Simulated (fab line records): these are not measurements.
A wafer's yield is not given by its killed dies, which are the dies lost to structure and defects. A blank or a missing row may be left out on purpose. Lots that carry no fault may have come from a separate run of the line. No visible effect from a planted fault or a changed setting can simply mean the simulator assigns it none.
Struck lot and sound lot, side by side ; flow nand_harc ; 14 steps out of a route of 1302
Sound: the wafers L642.2, L642.3, L642.5. Struck: wafer L660.2 (left out: L660.3, a lot-mate that was not struck); the cause follows at the end.
Order at every step that has rows: each side's tool, ch and its chambers, its first start. Under that, the readings that differ: sound wafers ; struck wafers ; difference of the means ; sigmas: that difference in standard deviations of wafers without a fault.
alike: words and numbers the same on both sides, and readings whose means are apart by under 2 such deviations; not compared: readings that were withheld, readings missing a value for some wafer, numbers with overlapping values and no deviation given by the record, and bounds like >300 which may hide the same value.
The two part at a step that has a row with sigmas, a row that says differs or no value, or rows on one side only. Non-overlapping numbers with no deviation appear without sigmas and do not part them. A reading that every wafer of one side lacks parts them only if that side has two wafers or more.

NHARC_P_BONDPAD_INSPECT_23:
  sound on defect_inspect-02 at day 7 03:55; struck on defect_inspect-01 at day 14 11:25
reading;sound;struck;difference;sigmas
raw_defect_count;536 536 637;172;-398;-3
NHARC_P_BONDPAD_ACTIVATE_29: chemistry N2, time 60 s.
  sound on rie_diel-10 ch 1,2,3, day 7 03:59; struck on rie_diel-12 ch 1, day 14 11:29
  alike: drypump_motor_current_A, oes_product_au, rf_vpp_V, showerhead_plenum_p_Torr
  not compared: rf_hours_counter_h
then, 2 steps without rows for these wafers: NHARC_P_BONDPAD_PRECLEAN_30 (cleans in DIW, time 300 s); NHARC_P_BONDPAD_SRD_31 (time 30 s, dry time 20 s).
NHARC_A_START_INSPECT_01:
  sound on defect_inspect-01 at day 7 04:23; struck on defect_inspect-02 at day 14 11:53
  alike: raw_defect_count
then, 6 steps without rows for these wafers: NHARC_A_ZERO_WELL_PRECLEAN_00 (cleans in SPM, time 600 s); NHARC_A_ZERO_WELL_SRD_01; NHARC_A_ZERO_WELL_DEHYDRATE_02 (time 120 s); NHARC_A_ZERO_WELL_HMDS_03 (time 30 s); NHARC_A_ZERO_WELL_COAT_18 (time 65 s); NHARC_A_ZERO_WELL_COAT_04 (resist thk 600 nm).
NHARC_A_ZERO_WELL_SOFTBAKE_05: time 70 s.
  sound on litho_track-02 ch 0, day 7 04:00; struck on litho_track-05 ch 0, day 14 12:00
reading;sound;struck;difference;sigmas
heater_power_total_W (W);199.8 201.2 202.4;236.0;+34.9;+27
then, 1 step without rows for these wafers: NHARC_A_ZERO_WELL_EBR_06.
-- record jumps: 19 days between struck wafers' starts before vs after; left off in module A_ZERO_WELL, resumes in module END, first step shown is number 1302 of the route --
NHARC_END_SORT_01:
  here the record holds rows for the struck wafers (prober-01 ch 0, day 33 02:07) but none for the sound ones

WHERE THEY PART
Earliest at NHARC_P_BONDPAD_INSPECT_23; latest, in this record, at NHARC_END_SORT_01.

WHY: what had been put in by the simulator
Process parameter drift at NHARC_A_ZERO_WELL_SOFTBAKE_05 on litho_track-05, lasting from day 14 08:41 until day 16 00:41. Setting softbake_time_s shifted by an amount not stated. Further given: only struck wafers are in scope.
